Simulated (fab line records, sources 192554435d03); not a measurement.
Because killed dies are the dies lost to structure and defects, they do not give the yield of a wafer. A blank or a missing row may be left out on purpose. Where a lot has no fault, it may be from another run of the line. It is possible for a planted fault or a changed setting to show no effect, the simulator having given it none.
fab line records + flow n5_finfet
record
- lots=6
- wafers=18
- last_day=18
route steps=1938 shown BEOL_M8@1357
lots with no fault: from the same line, run without faults
start_h: hours from the record's opening day to when the first of the lot's shown wafers began + wait_h: hours since the lot's step before + " repeats the value in the row above + L1.1+2: a single row standing in for several wafers + - either no value or no given start + * or withheld: withheld + < > ~ a bound
route shown NAME@n: a module of which the file shows steps, and the number in the route of the first + usual: mean/standard deviation of fault-free wafers + same: alike in all rows + chamber/n: place in a boat + sites: readings site by site + _std_site: their standard deviation + _edge_site: outer sites' mean less inner sites' + radius_mm: how far each site lies from the wafer's centre + mask NAME#n: copy n + behind: the tool/chamber that last shaped the wafer + hold: cause of the lot's hold/its duration in hours/its outcome + device: which transistor (n, p or np) failed to switch + end of line: the route-end tests of the same wafers + a step without rows: its recipe alone + killed: dies that structure and defects cost at the first sort, which is not the same as the wafer's yield + map: a wafer's dies, marking killed ones x, the rest . and places with no die _
set.NAME: the setting that was run; set.NAME@STEP: the one run at that earlier step + model.NAME: the simulator's own value behind a step, which no gauge read
lots at some steps of the route; a table a step, a row a wafer
services: a tool's chamber out of use, with start hour (start_h, from the record's first day; less than 0 if before it), hours out, and reason
## steps
# step N5_BEOL_M8_COAT_64
# recipe
- resist=SiARC
- temp_c=220
- time_s=60
- spin_rpm=1500
- resist_thk_nm=12
# step N5_BEOL_M8_COAT_71
# recipe
- resist=underlayer
- temp_c=205
- time_s=60
- spin_rpm=1500
- resist_thk_nm=5
# step N5_BEOL_M8_COAT_22
# recipe
- resist=CAR-EUV
- spin_rpm=1500
- resist_thk_nm=30
# step N5_BEOL_M8_EBR_24
# recipe
- solvent=PGMEA
- ebr_width_mm=1.5
# step N5_BEOL_M8_SOFTBAKE_23
# recipe
- temp_c=110
- time_s=60
- resist=CAR-EUV
# step N5_BEOL_M8_EXPOSE_25
# recipe
- mask_id=V7
- na=0.33
- source_shape=annular
- sigma_inner=0.4
- sigma_outer=0.8
- polarization=unpolarized
- target_cd_nm=40
- dose_mj=42.5
# step N5_BEOL_M8_PEB_26
# recipe
- peb_temp_c=100
- peb_time_s=60
- resist=CAR-EUV
# step N5_BEOL_M8_DEVELOP_27
# recipe
- develop_time_s=30
- developer=TMAH
- resist=CAR-EUV
- rinse_liquid=surfactant_rinse
- dry=air_spin
- dev_temp_c=23
# step N5_BEOL_M8_CD_MEAS_28
# recipe
- target_cd_nm=40
- landing_energy_ev=500
- detector=se_inlens
# usual
- cd_nm=39.98/0.21
| lot.wafer | tool      | chamber | start_h | wait_h | cd_nm |
|-----------|-----------|---------|---------|--------|-------|
| L984.2    | cd_sem-03 | 0       | 236.67  | -      | 39.94 |
| L984.4    | "         | 0       | "       | "      | 40.06 |
| L984.5    | "         | 0       | "       | "      | 39.46 |
| L991.1    | cd_sem-01 | 0       | 277.95  | -      | 40.28 |
| L991.3    | "         | 0       | "       | "      | 39.89 |
| L991.6    | "         | 0       | "       | "      | 40.02 |
| L997.1    | cd_sem-01 | 0       | 305.48  | -      | 40.03 |
| L997.2    | "         | 0       | "       | "      | 40.04 |
| L997.6    | "         | 0       | "       | "      | 39.93 |
| L996.1    | cd_sem-03 | 0       | 305.52  | -      | 40.09 |
| L996.4    | "         | 0       | "       | "      | 39.95 |
| L996.6    | "         | 0       | "       | "      | 39.92 |
| L998.1    | cd_sem-02 | 0       | 312.24  | -      | 40.06 |
| L998.3    | "         | 0       | "       | "      | 39.91 |
| L998.5    | "         | 0       | "       | "      | 40.25 |
| L104.1    | cd_sem-03 | 0       | 349.44  | -      | 39.90 |
| L104.5    | "         | 0       | "       | "      | 40.01 |
| L104.6    | "         | 0       | "       | "      | 39.67 |
# step N5_BEOL_M8_OVL_MEAS_29
# recipe
- points_per_wafer=522
# usual
- V7_OVL=0.4/0.8
| lot.wafer | tool       | chamber | start_h | wait_h | V7_OVL[nm] |
|-----------|------------|---------|---------|--------|------------|
| L984.2    | overlay-01 | 0       | 236.71  | 0.0    | 0.5        |
| L984.4    | "          | 0       | "       | "      | 0.7        |
| L984.5    | "          | 0       | "       | "      | 0.7        |
| L991.1    | overlay-02 | 0       | 277.98  | 0.0    | 1.2        |
| L991.3    | "          | 0       | "       | "      | 1.6        |
| L991.6    | "          | 0       | "       | "      | 1.5        |
| L997.1    | overlay-01 | 0       | 305.51  | 0.0    | -0.6       |
| L997.2    | "          | 0       | "       | "      | 0.1        |
| L997.6    | "          | 0       | "       | "      | -0.3       |
| L996.1    | overlay-02 | 0       | 305.55  | 0.0    | 1.5        |
| L996.4    | "          | 0       | "       | "      | 1.8        |
| L996.6    | "          | 0       | "       | "      | -0.1       |
| L998.1    | overlay-01 | 0       | 312.27  | 0.0    | -1.2       |
| L998.3    | "          | 0       | "       | "      | -0.7       |
| L998.5    | "          | 0       | "       | "      | -1.1       |
| L104.1    | overlay-01 | 0       | 349.47  | 0.0    | 0.7        |
| L104.5    | "          | 0       | "       | "      | 0.1        |
| L104.6    | "          | 0       | "       | "      | 1.2        |
# step N5_BEOL_M8_INSPECT_30
# recipe
- mode=adi
- inspect_instrument=brightfield
# usual
- raw_defect_count=407/99
| lot.wafer | tool              | chamber | start_h | wait_h | raw_defect_count |
|-----------|-------------------|---------|---------|--------|------------------|
| L984.2    | defect_inspect-02 | -       | 236.76  | 0.0    | 353              |
| L984.4    | "                 | -       | "       | "      | 393              |
| L984.5    | "                 | -       | "       | "      | 360              |
| L991.1    | defect_inspect-01 | -       | 278.04  | 0.1    | 673              |
| L991.3    | "                 | -       | "       | "      | 440              |
| L991.6    | "                 | -       | "       | "      | 391              |
| L997.1    | defect_inspect-02 | -       | 305.57  | 0.1    | 398              |
| L997.2    | "                 | -       | "       | "      | 435              |
| L997.6    | "                 | -       | "       | "      | 396              |
| L996.1    | defect_inspect-01 | -       | 305.61  | 0.1    | 475              |
| L996.4    | "                 | -       | "       | "      | 364              |
| L996.6    | "                 | -       | "       | "      | 611              |
| L998.1    | defect_inspect-02 | -       | 312.33  | 0.1    | 657              |
| L998.3    | "                 | -       | "       | "      | 329              |
| L998.5    | "                 | -       | "       | "      | 419              |
| L104.1    | defect_inspect-02 | -       | 349.53  | 0.1    | 437              |
| L104.5    | "                 | -       | "       | "      | 353              |
| L104.6    | "                 | -       | "       | "      | 537              |
# step N5_BEOL_M8_DESCUM_33
# recipe
- chemistry=O2
- time_s=7
- source_power_w=50
- bias_power_w=20
- pressure_mtorr=20
- rf_frequency_hz=2.712e+07
- temp_c=40
- resist=CAR-EUV
- o2_flow_sccm=225
# usual
- drypump_motor_current_A=5.7/0.49
- oes_product_au=0.79/0.087
- rf_vpp_V=243.6/1.4
- showerhead_plenum_p_Torr=2.12/0.076
- throttle_valve_pct=20.42/0.25
# same
- time_s=7
| lot.wafer | tool        | chamber | start_h | wait_h | drypump_motor_current_A | oes_product_au | rf_hours_counter_h | rf_vpp_V | showerhead_plenum_p_Torr | throttle_valve_pct |
|-----------|-------------|---------|---------|--------|-------------------------|----------------|--------------------|----------|--------------------------|--------------------|
| L984.2    | rie_diel-06 | 2       | 236.88  | 0.1    | 5.0                     | 0.69           | 207                | 239.7    | 2.00                     | 20.87              |
| L984.4    | "           | 3       | "       | "      | 5.7                     | 0.85           | 58                 | 245.7    | 2.21                     | 20.26              |
| L984.5    | "           | 3       | "       | "      | 5.7                     | 0.85           | -                  | 244.2    | 2.21                     | 20.26              |
| L991.1    | rie_diel-05 | 0       | 278.13  | 0.1    | 5.9                     | 0.86           | 61                 | 242.1    | 2.03                     | 20.07              |
| L991.3    | "           | 1       | "       | "      | 5.2                     | 0.78           | 110                | 244.3    | 2.11                     | 20.75              |
| L991.6    | "           | 2       | "       | "      | 5.6                     | 0.84           | -                  | 244.8    | 2.22                     | 20.29              |
| L997.1    | rie_diel-05 | 3       | 306.20  | 0.6    | 4.8                     | 0.66           | 241                | 242.4    | 2.14                     | 20.47              |
| L997.2    | "           | 1       | "       | "      | 5.2                     | 0.77           | 120                | 243.3    | 2.10                     | 20.76              |
| L997.6    | "           | 2       | "       | "      | 5.5                     | 0.84           | -                  | 244.5    | 2.22                     | 20.34              |
| L996.1    | rie_diel-06 | 0       | 306.23  | 0.6    | 5.8                     | 0.90           | 14                 | 244.0    | 2.06                     | 20.55              |
| L996.4    | "           | 3       | "       | "      | 5.7                     | 0.81           | 88                 | 245.9    | 2.20                     | 20.30              |
| L996.6    | "           | 0       | "       | "      | 5.8                     | 0.92           | -                  | 241.8    | 2.06                     | 20.52              |
| L998.1    | rie_diel-05 | 0       | 312.37  | 0.0    | 5.9                     | 0.84           | 70                 | 241.8    | 2.03                     | 20.08              |
| L998.3    | "           | 1       | "       | "      | 5.2                     | 0.77           | 123                | 242.3    | 2.10                     | 20.76              |
| L998.5    | "           | 3       | "       | "      | 4.9                     | 0.66           | -                  | 243.4    | 2.14                     | 20.47              |
| L104.1    | rie_diel-02 | 0       | 349.56  | 0.0    | 6.3                     | 0.69           | 237                | 244.1    | 2.07                     | 20.32              |
| L104.5    | "           | 1       | "       | "      | 6.6                     | 0.75           | -                  | 245.7    | 2.19                     | 20.27              |
| L104.6    | "           | 0       | "       | "      | 6.3                     | 0.69           | -                  | 243.0    | 2.06                     | 20.32              |
# step N5_BEOL_M8_ETCH_72
# recipe
- chemistry=N2/H2
- target=underlayer
- target_depth_a=65
- mask_material=CAR-EUV
- time_s=5.2
- ion_energy_ev=200
- pressure_mtorr=30
- source_w=840
- bias_w=150
- n2_flow_sccm=200
- h2_flow_sccm=200
- ends=cleared
# usual
- drypump_motor_current_A=5.7/0.49
- etch_rf_on_time_s=5.21/0.086
- h2_flow_sccm=200.0/0.61
- oes_product_au=0.67/0.071
- rf_vpp_V=524.9/2.9
- showerhead_plenum_p_Torr=2.58/0.097
- throttle_valve_pct=17.88/0.26
| lot.wafer | tool        | chamber | start_h | wait_h | drypump_motor_current_A | etch_rf_on_time_s | h2_flow_sccm | oes_product_au | rf_hours_counter_h | rf_vpp_V | showerhead_plenum_p_Torr | throttle_valve_pct |
|-----------|-------------|---------|---------|--------|-------------------------|-------------------|--------------|----------------|--------------------|----------|--------------------------|--------------------|
| L984.2    | rie_diel-06 | 2       | 236.92  | 0.0    | 5.1                     | 5.26              | 200.2        | 0.60           | 207                | 519.9    | 2.42                     | 18.25              |
| L984.4    | "           | 3       | "       | "      | 5.7                     | 5.11              | 200.4        | 0.72           | 58                 | 527.8    | 2.69                     | 17.75              |
| L984.5    | "           | 3       | "       | "      | 5.7                     | 5.18              | 199.7        | 0.72           | -                  | 527.9    | 2.69                     | 17.74              |
| L991.1    | rie_diel-05 | 0       | 278.17  | 0.0    | 5.9                     | 5.16              | 199.6        | 0.73           | 61                 | 520.8    | 2.47                     | 17.58              |
| L991.3    | "           | 1       | "       | "      | 5.2                     | 5.22              | 200.1        | 0.67           | 110                | 523.3    | 2.57                     | 18.17              |
| L991.6    | "           | 2       | "       | "      | 5.5                     | 5.31              | 199.7        | 0.71           | -                  | 528.8    | 2.70                     | 17.67              |
| L997.1    | rie_diel-05 | 3       | 306.24  | 0.0    | 4.8                     | 5.52              | 180.1        | 0.56           | 241                | 524.6    | 2.56                     | 17.51              |
| L997.2    | "           | 1       | "       | "      | 5.2                     | 5.39              | 179.7        | 0.65           | 120                | 525.2    | 2.50                     | 17.66              |
| L997.6    | "           | 2       | "       | "      | 5.5                     | 5.44              | 180.3        | 0.69           | -                  | 528.8    | 2.63                     | 17.15              |
| L996.1    | rie_diel-06 | 0       | 306.27  | 0.0    | 5.8                     | 5.29              | 200.4        | 0.77           | 14                 | 522.0    | 2.50                     | 17.92              |
| L996.4    | "           | 3       | "       | "      | 5.8                     | 5.11              | 199.0        | 0.70           | 88                 | 527.1    | 2.68                     | 17.80              |
| L996.6    | "           | 0       | "       | "      | 5.8                     | 5.27              | 200.5        | 0.76           | -                  | 522.5    | 2.50                     | 17.93              |
| L998.1    | rie_diel-05 | 0       | 312.40  | 0.0    | 5.9                     | 5.32              | 179.7        | 0.71           | 70                 | 521.5    | 2.40                     | 17.00              |
| L998.3    | "           | 1       | "       | "      | 5.2                     | 5.43              | 180.2        | 0.64           | 123                | 523.9    | 2.50                     | 17.69              |
| L998.5    | "           | 3       | "       | "      | 4.9                     | 5.53              | 180.7        | 0.55           | -                  | 526.4    | 2.56                     | 17.51              |
| L104.1    | rie_diel-02 | 0       | 349.60  | 0.0    | 6.4                     | 5.22              | 200.1        | 0.60           | 237                | 523.2    | 2.50                     | 17.72              |
| L104.5    | "           | 1       | "       | "      | 6.6                     | 5.24              | 199.9        | 0.63           | -                  | 527.7    | 2.66                     | 17.70              |
| L104.6    | "           | 0       | "       | "      | 6.4                     | 5.22              | 201.0        | 0.60           | -                  | 522.6    | 2.50                     | 17.71              |
# step N5_BEOL_M8_ETCH_65
# recipe
- chemistry=CF4
- target=SiARC
- target_depth_a=156
- mask_material=CAR-EUV
- time_s=26
- ion_energy_ev=80
- pressure_mtorr=40
- source_w=545
- bias_w=36
- Ar_flow_sccm=100
- cf4_flow_sccm=100
- ends=cleared
# usual
- drypump_motor_current_A=5.7/0.49
- etch_rf_on_time_s=26.0/0.44
- oes_product_au=0.67/0.071
- rf_vpp_V=184.4/1.2
- showerhead_plenum_p_Torr=2.17/0.078
- throttle_valve_pct=15.60/0.24
| lot.wafer | tool        | chamber | start_h | wait_h | drypump_motor_current_A | etch_rf_on_time_s | oes_product_au | rf_hours_counter_h | rf_vpp_V | showerhead_plenum_p_Torr | throttle_valve_pct |
|-----------|-------------|---------|---------|--------|-------------------------|-------------------|----------------|--------------------|----------|--------------------------|--------------------|
| L984.2    | rie_diel-06 | 2       | 236.93  | 0.0    | 5.1                     | 26.1              | 0.61           | 207                | 183.2    | 2.04                     | 15.99              |
| L984.4    | "           | 3       | "       | "      | 5.8                     | 25.5              | 0.73           | 58                 | 186.2    | 2.26                     | 15.43              |
| L984.5    | "           | 3       | "       | "      | 5.8                     | 25.6              | 0.72           | -                  | 185.8    | 2.26                     | 15.45              |
| L991.1    | rie_diel-05 | 0       | 278.18  | 0.0    | 5.8                     | 25.5              | 0.73           | 61                 | 183.6    | 2.08                     | 15.26              |
| L991.3    | "           | 1       | "       | "      | 5.2                     | 26.4              | 0.67           | 110                | 184.1    | 2.16                     | 15.88              |
| L991.6    | "           | 2       | "       | "      | 5.5                     | 26.3              | 0.71           | -                  | 186.0    | 2.27                     | 15.48              |
| L997.1    | rie_diel-05 | 3       | 306.25  | 0.0    | 4.8                     | 26.6              | 0.57           | 241                | 185.1    | 2.20                     | 15.81              |
| L997.2    | "           | 1       | "       | "      | 5.2                     | 26.2              | 0.66           | 120                | 183.6    | 2.16                     | 15.92              |
| L997.6    | "           | 2       | "       | "      | 5.6                     | 26.4              | 0.70           | -                  | 184.1    | 2.26                     | 15.48              |
| L996.1    | rie_diel-06 | 0       | 306.28  | 0.0    | 5.8                     | 26.0              | 0.78           | 14                 | 183.0    | 2.10                     | 15.54              |
| L996.4    | "           | 3       | "       | "      | 5.7                     | 25.2              | 0.70           | 88                 | 185.3    | 2.25                     | 15.49              |
| L996.6    | "           | 0       | "       | "      | 5.8                     | 26.0              | 0.77           | -                  | 184.4    | 2.10                     | 15.54              |
| L998.1    | rie_diel-05 | 0       | 312.42  | 0.0    | 5.9                     | 25.6              | 0.72           | 70                 | 185.0    | 2.08                     | 15.28              |
| L998.3    | "           | 1       | "       | "      | 5.2                     | 26.2              | 0.66           | 123                | 184.7    | 2.15                     | 15.93              |
| L998.5    | "           | 3       | "       | "      | 4.8                     | 26.6              | 0.57           | -                  | 185.7    | 2.20                     | 15.82              |
| L104.1    | rie_diel-02 | 0       | 349.62  | 0.0    | 6.4                     | 26.0              | 0.60           | 237                | 183.3    | 2.11                     | 15.55              |
| L104.5    | "           | 1       | "       | "      | 6.5                     | 25.9              | 0.65           | -                  | 186.3    | 2.23                     | 15.45              |
| L104.6    | "           | 0       | "       | "      | 6.4                     | 26.1              | 0.60           | -                  | 184.6    | 2.11                     | 15.55              |
## services
| tool        | chamber | start_h | hours | kind                          |
|-------------|---------|---------|-------|-------------------------------|
| rie_diel-02 | 3       | 221.54  | -     | clean                         |
| rie_diel-02 | 3       | 221.54  | -     | consumable_replace:focus_ring |
| rie_diel-06 | 0       | 247.37  | -     | clean                         |
| rie_diel-06 | 0       | 247.37  | -     | consumable_replace:focus_ring |
| rie_diel-06 | 0       | 247.37  | 23.0  | scheduled_down                |
| rie_diel-06 | 0       | 247.37  | 23.0  | vent_cycle                    |
| rie_diel-05 | 0       | 304.59  | 5.7   | repair                        |
| rie_diel-06 | 3       | 310.47  | 18.0  | repair                        |
| rie_diel-05 | 3       | 328.62  | -     | clean                         |
| rie_diel-05 | 3       | 328.62  | -     | consumable_replace:focus_ring |
| rie_diel-05 | 3       | 328.62  | 14.2  | scheduled_down                |
| rie_diel-05 | 3       | 328.62  | 14.2  | vent_cycle                    |
| rie_diel-02 | 2       | 339.53  | -     | clean                         |
| rie_diel-02 | 2       | 339.53  | -     | consumable_replace:focus_ring |
| rie_diel-02 | 2       | 339.53  | 21.4  | scheduled_down                |
| rie_diel-02 | 2       | 339.53  | 21.4  | vent_cycle                    |
| rie_diel-06 | 2       | 342.28  | -     | clean                         |
| rie_diel-06 | 2       | 342.28  | -     | consumable_replace:focus_ring |
| rie_diel-06 | 2       | 342.28  | -     | consumable_replace:showerhead |
| rie_diel-06 | 2       | 342.28  | 28.4  | scheduled_down                |
| rie_diel-06 | 2       | 342.28  | 28.4  | vent_cycle                    |
## key
first_sign
- step=N5_BEOL_M8_ETCH_72
- reading=h2_flow_sccm
- direction=down
- sigmas=33
- usual=200.0
- struck=180.1
effect
- step=N5_BEOL_M8_ETCH_72
- reading=etch_rf_on_time_s
- direction=up
- sigmas=2.6
- usual=*
- struck=*
- wafers_moved=4
met_at N5_BEOL_M8_ETCH_72
struck_wafers L997.1,L997.2,L997.6,L998.1,L998.3,L998.5
onset_between 278.17 306.24
fault
- kind=process_parameter_drift
- tool=rie_diel-05
- chamber=-
- onset_h=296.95
- steps=N5_BEOL_M8_ETCH_72
- channel=h2_flow_sccm
- offset=-20
- shape=step
- end_h=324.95
- acts_in=these_recipes_only
- stated=200
